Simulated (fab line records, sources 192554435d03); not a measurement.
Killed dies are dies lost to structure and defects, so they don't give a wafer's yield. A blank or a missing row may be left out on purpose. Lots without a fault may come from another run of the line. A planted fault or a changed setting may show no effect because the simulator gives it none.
fab line records | flow n5_finfet
record lots=7 wafers=39
route steps=1938 shown SD_EPI_P@321 MOL_CONTACT_COAG@559 BEOL_M0_SAQP@658 BEOL_M1@811 BEOL_M3@993 BEOL_M5@1191 BEOL_M11@1587 MIM_BOT@1833 PASSIVATION@1923
start_h: hours from the record's first day to the start of the lot's first wafer shown | wait_h: hours since the lot's step before | " the same as in the row above | L1.1+2: a row that stands for several wafers | - no value, or no start given | * or withheld: withheld | < > ~ a bound
route shown NAME@n: a module of which the file shows steps, and the number in the route of the first | usual: mean/standard deviation of fault-free wafers | same: alike in all rows | chamber/n: place in a boat | sites: the reading at each site | _std_site: their standard deviation | _edge_site: outer sites' mean less inner sites' | radius_mm: how far each site lies from the wafer's centre | mask NAME#n: copy n | behind: the tool/chamber that last shaped the wafer | hold: why the lot was held/for how many hours/how that ended | device: the transistor (n, p or np) that didn't switch | end of line: the same wafers' tests at the end of the route | a step without rows: its recipe alone | killed: dies lost to structure and defects at the first sort, not the wafer's yield | map: a wafer's dies, x killed, . not, _ none there
set.NAME: the setting as run; set.NAME@STEP: as run at that earlier step | model.NAME: the simulator's own value behind a step, which no gauge read
lots whose settings were changed on purpose; a table a step, a row a wafer
## steps
# step N5_SD_EPI_P_EPI_21
# recipe material=SiGe:B dopant=B temp_c=550 pressure_torr=20 ambient=H2 time_s=355
# columns lot.wafer tool chamber start_h wait_h set.epi_growth_time_s model.SiGe-B_of_SD_EPI_P_EPI_21.thk_nm
L075.1 epi_rpcvd-03 0 64.89 0.2 355 61.4
L075.2 " 0 " " 355 60.4
L075.3 " 0 " " 300.3 54.2
L075.4+6 " 0 " " 300.3 54.4
L075.5 " 0 " " 355 61.2
L077.1 epi_rpcvd-01 0 74.41 0.1 355 61
L077.2+4 " 0 " " 355 61.2
L077.3 " 0 " " 492.2 76.8
L077.5 " 0 " " 492.2 76.2
L077.6 " 0 " " 492.2 77
L089.1+6 epi_rpcvd-03 0 149.08 0.1 355 61
L089.2 " 0 " " 355 59.8
L089.3+4+5 " 0 " " 149.7 27.6
L090.1+6 epi_rpcvd-04 0 149.81 0.1 213.7 39.6
L090.2+3 " 0 " " 355 61.2
L090.4 " 0 " " 355 60.6
L090.5 " 0 " " 213.7 40
L096.1+5 epi_rpcvd-03 0 221.43 0.1 560.5 84.8
L096.2 " 0 " " 355 62.2
L096.3 " 0 " " 355 61.8
L096.4 " 0 " " 560.5 83.6
L096.6 " 0 " " 355 62.8
L095.1+3 epi_rpcvd-01 0 223.02 0.1 355 61.8
L095.2 " 0 " " 355 62.4
L095.4 " 0 " " 355 61.4
L095.5+6 " 0 " " 355 61.6
L097.3 epi_rpcvd-03 0 224.67 0.8 355 61
L097.4 " 0 " " 355 61.6
L097.5 " 0 " " 355 61.8
# step N5_SD_EPI_P_EPI_MEAS_23
# recipe mode=xrd
# usual thk_nm=61.1/1.2
# columns lot.wafer tool chamber start_h wait_h set.epi_growth_time_s@SD_EPI_P_EPI_21 thk_nm
L075.1 film_metro-01 - 67.80 2.4 355 61.9
L075.2 " - " " 355 61.1
L075.3 " - " " 300.3 53.3
L075.4 " - " " 300.3 54.8
L075.5 " - " " 355 60.2
L075.6 " - " " 300.3 53.5
L077.1 film_metro-01 - 76.60 1.8 355 59.4
L077.2 " - " " 355 60.4
L077.3 " - " " 492.2 75.2
L077.4 " - " " 355 59.5
L077.5 " - " " 492.2 76.1
L077.6 " - " " 492.2 78.2
L089.1 film_metro-02 - 151.28 1.8 355 59.2
L089.2 " - " " 355 60.4
L089.3 " - " " 149.7 27.1
L089.4 " - " " 149.7 26.5
L089.5 " - " " 149.7 26.3
L089.6 " - " " 355 60.9
L090.1 film_metro-02 - 152.19 2.0 213.7 39.4
L090.2 " - " " 355 62.1
L090.3 " - " " 355 60.7
L090.4 " - " " 355 59.4
L090.5 " - " " 213.7 37.7
L090.6 " - " " 213.7 39.7
L096.1 film_metro-02 - 223.62 1.8 560.5 84.9
L096.2 " - " " 355 61.1
L096.3 " - " " 355 62.5
L096.4 " - " " 560.5 84.1
L096.5 " - " " 560.5 85.8
L096.6 " - " " 355 62.4
L095.1 film_metro-01 - 225.21 1.8 355 63.1
L095.2 " - " " 355 62.5
L095.3 " - " " 355 60.7
L095.4 " - " " 355 62.6
L095.5 " - " " 355 62.8
L095.6 " - " " 355 60.0
L097.3 film_metro-01 - 226.18 1.2 355 61.6
L097.4 " - " " 355 63.9
L097.5 " - " " 355 61.5
# step N5_MOL_CONTACT_COAG_ALD_27
# recipe material=SiOC target_thk_a=170 temp_c=400 ald_precursor_family=carbosiloxane ald_co_reactant=H2-plasma pulse_time_s=1.5 time_s=2720 purge_time_s=2 co_reactant_purge_time_s=2 ald_cycles=340 pressure_torr=2
# columns lot.wafer tool chamber start_h wait_h set.ald_cycles model.SiOC_of_MOL_CONTACT_COAG_ALD_27.thk_nm
L075.1+2+3+4+5+6 ald_sin-01 2,1,0,3,2,3 109.83 0.0 340 17
L077.1+4 ald_sin-04 1,0 113.97 0.2 541 27
L077.2+5+6 " 2,2,1 " " 340 17
L077.3 " 3 " " 541 27.2
L089.1+4 ald_sin-01 2,3 216.42 0.5 393 19.8
L089.2+5+6 " 0,3,2 " " 340 17
L089.3 " 1 " " 393 19.6
L090.1+3+5 ald_sin-03 1,3,3 217.10 0.8 340 17
L090.2+4+6 " 2,1,2 " " 503 25.2
L096.1+3+4+5+6 ald_sin-04 0,2,1,2,3 267.61 1.7 340 17
L096.2 " 3 " " 340 17.2
L095.1+2+3+4+5+6 ald_sin-01 1,0,3,2,1,2 267.80 1.6 340 17
L097.3+4+5 ald_sin-01 0,3,3 269.34 1.8 340 17
# step N5_BEOL_M0_SAQP_MANDREL_ETCH_20
# recipe target_depth_a=600 chemistry=HBr/Cl2 target=a-Si stop_on=SiNx bt_time_s=10 mask_material=SOC over_etch_frac=0.5 time_s=30 pressure_mtorr=10 icp_w=800 bias_w=75 HBr_flow_sccm=150 Cl2_flow_sccm=80 ends=end_point
# usual oes_product_au=0.775/0.013
# columns lot.wafer tool chamber start_h wait_h set.target_depth_a oes_product_au model.SOC_of_BEOL_M0_SAQP_COAT_81.thk_nm model.etch.depth_nm
L075.1 rie_si-05 2 122.56 0.0 480.2 0.854 80.8 59.18
L075.2 " 3 " " 600 0.776 75.8 59.55
L075.3 " 0 " " 600 0.778 75.8 59.13
L075.4 " 1 " " 600 0.773 75.8 60.22
L075.5 " 3 " " 480.2 0.901 81 60.97
L075.6 " 2 " " 480.2 0.868 80.4 60.66
L077.1 rie_si-05 1 127.93 0.0 397.9 0.983 83.8 58.01
L077.2 " 3 " " 397.9 0.968 84.4 57.93
L077.3 " 2 " " 600 0.748 75.8 58.19
L077.4 " 0 " " 600 0.774 75.4 58.74
L077.5 " 2 " " 397.9 0.968 84 59.39
L077.6 " 3 " " 600 0.764 75.8 58.36
L089.1 rie_si-03 0 253.93 0.0 600 0.779 75.8 59.57
L089.2 " 3 " " 772.6 0.674 69 59.33
L089.3 " 2 " " 600 0.724 75.4 58.71
L089.4 " 1 " " 772.6 0.682 68.4 59.62
L089.5 " 3 " " 600 0.774 75.8 59.96
L089.6 " 0 " " 772.6 0.678 69.2 59.49
L090.1 rie_si-06 0 254.41 0.0 600 0.768 76.4 58.12
L090.2 " 3 " " 600 0.772 75.8 58.81
L090.3 " 2 " " 600 0.757 76 59.32
L090.4 " 1 " " 600 0.789 76 60.2
L090.5 " 0 " " 600 0.784 76 60.72
L090.6 " 3 " " 600 0.777 75.4 59.92
L096.1 rie_si-06 2 284.90 0.0 600 0.766 76.2 59.84
L096.2 " 3 " " 600 0.783 75.8 59.77
L096.3 " 1 " " 600 0.769 76.2 59.61
L096.4 " 0 " " 600 0.793 75.8 60.9
L096.5 " 1 " " 600 0.790 76.4 60.46
L096.6 " 2 " " 600 0.761 76.4 59.78
L095.1 rie_si-06 1 287.95 0.0 276.7 1.008 88.8 41.44
L095.2 " 2 " " 276.7 0.980 89.2 41.31
L095.3 " 0 " " 600 0.776 75.8 58.85
L095.4 " 3 " " 600 0.783 75.8 60.89
L095.5 " 1 " " 276.7 1.011 89 41.45
L095.6 " 2 " " 600 0.770 76.2 60.21
L097.3 rie_si-06 0 288.26 0.0 600 0.770 76.4 58.5
L097.4 " 1 " " 600 0.785 76.2 60.14
L097.5 " 1 " " 600 0.770 76 59.62
# step N5_BEOL_M0_SAQP_STRIP_86
# recipe chemistry=N2/H2 power_w=500 temp_c=40 pressure_mtorr=50 rf_frequency_hz=6e+07 overash_fraction=0.3 bias_power_w=28 h2_frac=0.5 n2_flow_sccm=300 h2_flow_sccm=300
# step N5_BEOL_M0_SAQP_STRIP_115
# recipe chemistry=post_etch_residue_remover time_s=60 temp_c=25 remover_ph=withheld remover_water_wt_pct=withheld remover_fluoride_wt_pct=withheld
# step N5_BEOL_M0_SAQP_INSPECT_42
# recipe mode=adi inspect_instrument=brightfield
# usual raw_defect_count=286/82
# columns lot.wafer tool chamber start_h wait_h set.target_depth_a@BEOL_M0_SAQP_MANDREL_ETCH_20 raw_defect_count
L075.1 defect_inspect-02 - 126.05 0.1 480.2 330
L075.2 " - " " 600 264
L075.3 " - " " 600 313
L075.4 " - " " 600 261
L075.5 " - " " 480.2 391
L075.6 " - " " 480.2 360
L077.1 defect_inspect-01 - 131.89 0.1 397.9 1089
L077.2 " - " " 397.9 1094
L077.3 " - " " 600 408
L077.4 " - " " 600 355
L077.5 " - " " 397.9 1353
L077.6 " - " " 600 453
L089.1 defect_inspect-01 - 261.08 0.1 600 529
L089.2 " - " " 772.6 489
L089.3 " - " " 600 396
L089.4 " - " " 772.6 368
L089.5 " - " " 600 531
L089.6 " - " " 772.6 396
L090.1 defect_inspect-01 - 263.33 0.1 600 309
L090.2 " - " " 600 236
L090.3 " - " " 600 282
L090.4 " - " " 600 432
L090.5 " - " " 600 291
L090.6 " - " " 600 300
L096.1 defect_inspect-01 - 291.26 0.1 600 220
L096.2 " - " " 600 317
L096.3 " - " " 600 284
L096.4 " - " " 600 268
L096.5 " - " " 600 288
L096.6 " - " " 600 311
L095.1 defect_inspect-02 - 293.99 0.1 276.7 2011
L095.2 " - " " 276.7 2009
L095.3 " - " " 600 191
L095.4 " - " " 600 235
L095.5 " - " " 276.7 2100
L095.6 " - " " 600 198
L097.3 defect_inspect-01 - 295.54 0.0 600 243
L097.4 " - " " 600 214
L097.5 " - " " 600 210
# step N5_BEOL_M1_ALD_84
# recipe material=TaN target_thk_a=* temp_c=275 ald_precursor_family=PDMAT ald_co_reactant=NH3 pressure_torr=3 carrier_flow_sccm=1500 pulse_time_s=2 purge_time_s=3 co_reactant_purge_time_s=2 co_reactant_pulse_time_s=3 ald_cycles=30 precursor_vessel_temp_c=75 precursor_vessel_pressure_torr=26.25 precursor_vessel_carrier_sccm=1000
# columns lot.wafer tool chamber start_h wait_h set.ald_cycles model.TaN_of_BEOL_M1_ALD_84.thk_nm
L075.1+4+5 ald_metal-02 0,1,1 140.09 0.0 30 *
L075.2+3+6 " 2,3,2 " " 23 *
L077.1+6 ald_metal-04 3 149.39 0.0 30 *
L077.2+4+5 " 0,2,2 " " 42 *
L077.3 " 1 " " 30 *
L089.1 ald_metal-02 1 276.09 0.0 30 *
L089.2+3+6 " 2,0,3 " " 13 *
L089.4+5 " 3,2 " " 30 *
L090.1+4+5+6 ald_metal-04 1,1,3,0 280.01 0.0 30 *
L090.2+3 " 3,0 " " 30 *
L096.1 ald_metal-03 1 311.22 0.0 30 *
L096.2 " 2 " " 38 *
L096.3+4 " 0,3 " " 30 *
L096.5+6 " 0,3 " " 38 *
L095.1+3 ald_metal-02 1,3 311.25 0.0 42 *
L095.2+4+5 " 2,0,1 " " 30 *
L095.6 " 3 " " 42 *
L097.3+4+5 ald_metal-04 2,0,0 312.82 0.3 30 *
# step N5_BEOL_M3_CVD_47
# recipe material=Co target_thk_a=30 temp_c=withheld precursor=CCTBA/H2 pressure_torr=30 time_s=223.8
# columns lot.wafer tool chamber start_h wait_h set.target_thk_a model.Co_of_BEOL_M3_CVD_47.thk_nm
L075.1+3+6 cvd_co-02 1,0,0 183.33 0.1 30 3
L075.2+5 " 2 " " 43.4 4.4
L075.4 " 1 " " 43.4 4.2
L077.1 cvd_co-02 0 222.65 0.1 37.46 3.8
L077.2+3 " 2,1 " " 30 2.8
L077.4 " 1 " " 30 3
L077.5+6 " 2,0 " " 37.46 3.6
L089.1+3 cvd_co-02 0,1 294.38 0.0 30 3
L089.2+5 " 2,1 " " 16.02 1.6
L089.4 " 0 " " 16.02 1.8
L089.6 " 2 " " 30 3.2
L090.1+4 cvd_co-01 1 305.20 0.0 15.09 1.6
L090.2 " 2 " " 15.09 1.4
L090.3+5+6 " 0,0,2 " " 30 3
L096.1+6 cvd_co-02 0,2 344.96 0.0 30 3.2
L096.2+3+4 " 2,0,2 " " 19.27 2
L096.5 " 0 " " 30 3
L095.1+3+4 cvd_co-01 1,2,2 345.33 0.3 30 3
L095.2+5+6 " 0,1,0 " " 30 3.2
L097.3+4 cvd_co-02 2,0 351.17 0.1 30 3
L097.5 " 0 " " 30 2.8
# step N5_BEOL_M5_DEP_56
# recipe material=SiCN target_thk_a=80 temp_c=withheld precursor=3MS/NH3 pressure_torr=3 rf_w=202 time_s=14
# columns lot.wafer tool chamber start_h wait_h set.target_thk_a model.SiCN_of_BEOL_M5_DEP_56.thk_nm
L075.1+3 pecvd-01 2,1 238.48 0.0 80 7.8
L075.2 " 0 " " 80 7.6
L075.4+5 " 2,0 " " 32.54 3
L075.6 " 1 " " 32.54 3.2
L077.1+5 pecvd-01 1,2 247.18 0.0 43.7 4.4
L077.2+6 " 0 " " 80 8
L077.3 " 2 " " 80 7.8
L077.4 " 1 " " 43.7 4.6
L089.1+2 pecvd-02 1,2 323.63 0.0 100 10
L089.3+6 " 0,1 " " 80 8
L089.4 " 0 " " 100 10.2
L089.5 " 2 " " 80 8.2
L090.1+3 pecvd-02 0,1 335.48 0.0 80 7.8
L090.2+4+5+6 " 2,2,0,1 " " 80 8
L096.1 pecvd-02 0 369.84 0.0 80 7.8
L096.2 " 1 " " 80 7.6
L096.3+4+5 " 2,1,2 " " 45.16 4.4
L096.6 " 0 " " 80 8
L095.1+2+3 pecvd-01 1,2,0 375.54 0.0 94.16 9.2
L095.4+5 " 0,1 " " 80 8
L095.6 " 2 " " 80 7.8
L097.3+4+5 pecvd-04 1,0,2 380.11 0.0 80 8.2
# step N5_BEOL_M11_CURE_72
# recipe temp_c=370 time_s=120 ambient=DMADMS/He material=SiCOH_lowk
# usual lamp_power_pct=52.31/0.057
# columns lot.wafer tool chamber start_h wait_h set.time_s lamp_power_pct
L075.1 uv_cure-01 0 286.99 0.3 120 52.34
L075.2 " 0 " " 71.48 52.28
L075.3 " 0 " " 71.48 52.33
L075.4 " 0 " " 71.48 52.38
L075.5 " 0 " " 120 52.34
L075.6 " 0 " " 120 52.20
L077.1 uv_cure-02 2 290.06 0.3 147.7 51.18
L077.2 " 2 " " 120 52.35
L077.3 " 2 " " 147.7 51.11
L077.4 " 2 " " 147.7 51.12
L077.5 " 2 " " 120 52.33
L077.6 " 2 " " 120 52.26
L089.1 uv_cure-01 2 372.96 0.0 120 52.29
L089.2 " 2 " " 120 52.31
L089.3 " 2 " " 120 52.28
L089.4 " 2 " " 120 52.28
L089.5 " 2 " " 120 52.32
L089.6 " 2 " " 120 52.25
L090.1 uv_cure-02 1 386.46 0.0 157.5 50.67
L090.2 " 1 " " 157.5 50.79
L090.3 " 1 " " 120 52.24
L090.4 " 1 " " 120 52.26
L090.5 " 1 " " 120 52.29
L090.6 " 1 " " 157.5 50.68
L096.1 uv_cure-02 1 414.20 0.0 180.7 49.78
L096.2 " 1 " " 180.7 49.76
L096.3 " 1 " " 120 52.31
L096.4 " 1 " " 180.7 49.72
L096.5 " 1 " " 120 52.33
L096.6 " 1 " " 120 52.43
L095.1 uv_cure-02 2 422.13 0.0 120 52.31
L095.2 " 2 " " 120 52.29
L095.3 " 2 " " 120 52.22
L095.4 " 2 " " 120 52.26
L095.5 " 2 " " 120 52.32
L095.6 " 2 " " 120 52.26
L097.3 uv_cure-02 1 429.70 0.2 120 52.31
L097.4 " 1 " " 120 52.35
L097.5 " 1 " " 120 52.28
# step N5_MIM_BOT_SPUTTER_00
# recipe material=TiN target_thk_a=350 temp_c=200 power_w=3000 chamber_pressure_pa=0.49996 gas=Ar reactive_partial_pa=0.37997 time_s=89.7
# columns lot.wafer tool chamber start_h wait_h set.target_thk_a model.TiN_of_MIM_BOT_SPUTTER_00.thk_nm
L075.1+4+5 pvd_sputter-02 - 323.25 0.0 267.7 27.2
L075.2 " - " " 350 35.6
L075.3 " - " " 350 36
L075.6 " - " " 350 35.4
L077.1+2+4 pvd_sputter-03 - 326.46 0.0 206.9 20.8
L077.3+6 " - " " 350 35.2
L077.5 " - " " 350 34.8
L089.1 pvd_sputter-01 - 402.40 0.0 350 35.2
L089.2 " - " " 350 35.6
L089.3+4+5 " - " " 257.4 26.2
L089.6 " - " " 350 35.4
L090.1+5 pvd_sputter-03 - 423.29 0.0 181.1 17.8
L090.2 " - " " 350 34.6
L090.3+6 " - " " 350 34.4
L090.4 " - " " 181.1 18
L096.1+4+6 pvd_sputter-03 - 448.39 0.0 277.2 27.8
L096.2+3+5 " - " " 350 35
L095.1+2+4 pvd_sputter-01 - 448.48 0.0 350 35.2
L095.3+5+6 " - " " 350 35
L097.3+4 pvd_sputter-02 - 455.65 0.0 350 34.8
L097.5 " - " " 350 34.6
# step N5_PASSIVATION_DEVELOP_43
# recipe develop_time_s=60 rinse_liquid=diw dry=air_spin dev_temp_c=21
# columns lot.wafer tool chamber start_h wait_h set.develop_time_s
L075.1+2+5 litho_track-01 0 - - 32.43
L075.3+4+6 " 0 " " 60
L077.1+2+5 litho_track-05 0 - - 95.9
L077.3+4+6 " 0 " " 60
L089.1+3+4 litho_track-04 0 - - 60
L089.2+5+6 " 0 " " 25.75
L090.1+2+5 litho_track-01 0 - - 73.85
L090.3+4+6 " 0 " " 60
L095.1+4+5 litho_track-05 0 - - 60
L095.2+3+6 " 0 " " 90.38
L096.1+2+6 litho_track-01 0 - - 60
L096.3+4+5 " 0 " " 76.65
L097.3+4+5 litho_track-01 0 - - 60
# step N5_PASSIVATION_HARDBAKE_45
# recipe temp_c=130 time_s=120
# step N5_PASSIVATION_CD_MEAS_44
# recipe target_cd_nm=40000 landing_energy_ev=500 detector=se_inlens
# usual cd_nm=39999/3.1
# columns lot.wafer tool chamber start_h wait_h set.develop_time_s@PASSIVATION_DEVELOP_43 cd_nm
L075.1 cd_sem-02 0 334.19 - 32.43 39977
L075.2 " 0 " " 32.43 39976
L075.3 " 0 " " 60 39999
L075.4 " 0 " " 60 40002
L075.5 " 0 " " 32.43 39973
L075.6 " 0 " " 60 40000
L077.1 cd_sem-02 0 338.15 - 95.9 40022
L077.2 " 0 " " 95.9 40019
L077.3 " 0 " " 60 40000
L077.4 " 0 " " 60 40001
L077.5 " 0 " " 95.9 40019
L077.6 " 0 " " 60 40007
L089.1 cd_sem-01 0 417.14 - 60 39996
L089.2 " 0 " " 25.75 39965
L089.3 " 0 " " 60 39994
L089.4 " 0 " " 60 39998
L089.5 " 0 " " 25.75 39963
L089.6 " 0 " " 25.75 39962
L090.1 cd_sem-01 0 434.88 - 73.85 40003
L090.2 " 0 " " 73.85 40004
L090.3 " 0 " " 60 39995
L090.4 " 0 " " 60 39995
L090.5 " 0 " " 73.85 40002
L090.6 " 0 " " 60 39996
L095.1 cd_sem-02 0 458.21 - 60 40002
L095.2 " 0 " " 90.38 40020
L095.3 " 0 " " 90.38 40016
L095.4 " 0 " " 60 40005
L095.5 " 0 " " 60 40003
L095.6 " 0 " " 90.38 40018
L096.1 cd_sem-03 0 459.99 - 60 39997
L096.2 " 0 " " 60 39997
L096.3 " 0 " " 76.65 40007
L096.4 " 0 " " 76.65 40006
L096.5 " 0 " " 76.65 40006
L096.6 " 0 " " 60 39997
L097.3 cd_sem-02 0 466.06 - 60 39999
L097.4 " 0 " " 60 40002
L097.5 " 0 " " 60 40001
## key
split step=N5_SD_EPI_P_EPI_21 setting=epi_growth_time_s stated=355 by=wafer
response step=N5_SD_EPI_P_EPI_21 reading=model.SiGe-B_of_SD_EPI_P_EPI_21.thk_nm change=+0.473 per=1% r=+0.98
response step=N5_SD_EPI_P_EPI_MEAS_23 reading=thk_nm change=* per=1% r=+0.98
split step=N5_MOL_CONTACT_COAG_ALD_27 setting=ald_cycles stated=340 by=wafer
response step=N5_MOL_CONTACT_COAG_ALD_27 reading=model.SiOC_of_MOL_CONTACT_COAG_ALD_27.thk_nm change=+0.171 per=1% r=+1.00
split step=N5_BEOL_M0_SAQP_MANDREL_ETCH_20 setting=target_depth_a stated=600 by=wafer
response step=N5_BEOL_M0_SAQP_MANDREL_ETCH_20 reading=oes_product_au change=-0.00445 per=1% r=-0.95
response step=N5_BEOL_M0_SAQP_MANDREL_ETCH_20 reading=model.SOC_of_BEOL_M0_SAQP_COAT_81.thk_nm change=-0.243 per=1% r=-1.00
response step=N5_BEOL_M0_SAQP_MANDREL_ETCH_20 reading=model.etch.depth_nm shape=bent at_lowest=41.4 at_stated=59.56 at_highest=59.48
response step=N5_BEOL_M0_SAQP_INSPECT_42 reading=raw_defect_count shape=bent at_lowest=2040 at_stated=309 at_highest=418
split step=N5_BEOL_M1_ALD_84 setting=ald_cycles stated=30 by=wafer
response step=N5_BEOL_M1_ALD_84 reading=model.TaN_of_BEOL_M1_ALD_84.thk_nm change=* per=1% r=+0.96
split step=N5_BEOL_M3_CVD_47 setting=target_thk_a stated=30 by=wafer
response step=N5_BEOL_M3_CVD_47 reading=model.Co_of_BEOL_M3_CVD_47.thk_nm change=+0.0302 per=1% r=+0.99
split step=N5_BEOL_M5_DEP_56 setting=target_thk_a stated=80 by=wafer
response step=N5_BEOL_M5_DEP_56 reading=model.SiCN_of_BEOL_M5_DEP_56.thk_nm change=+0.0778 per=1% r=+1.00
split step=N5_BEOL_M11_CURE_72 setting=time_s stated=120 by=wafer
response step=N5_BEOL_M11_CURE_72 reading=lamp_power_pct shape=bent at_lowest=* at_stated=* at_highest=*
split step=N5_MIM_BOT_SPUTTER_00 setting=target_thk_a stated=350 by=wafer
response step=N5_MIM_BOT_SPUTTER_00 reading=model.TiN_of_MIM_BOT_SPUTTER_00.thk_nm change=+0.348 per=1% r=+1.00
split step=N5_PASSIVATION_DEVELOP_43 setting=develop_time_s stated=60 by=wafer
response step=N5_PASSIVATION_CD_MEAS_44 reading=cd_nm change=+0.41 per=1% r=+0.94
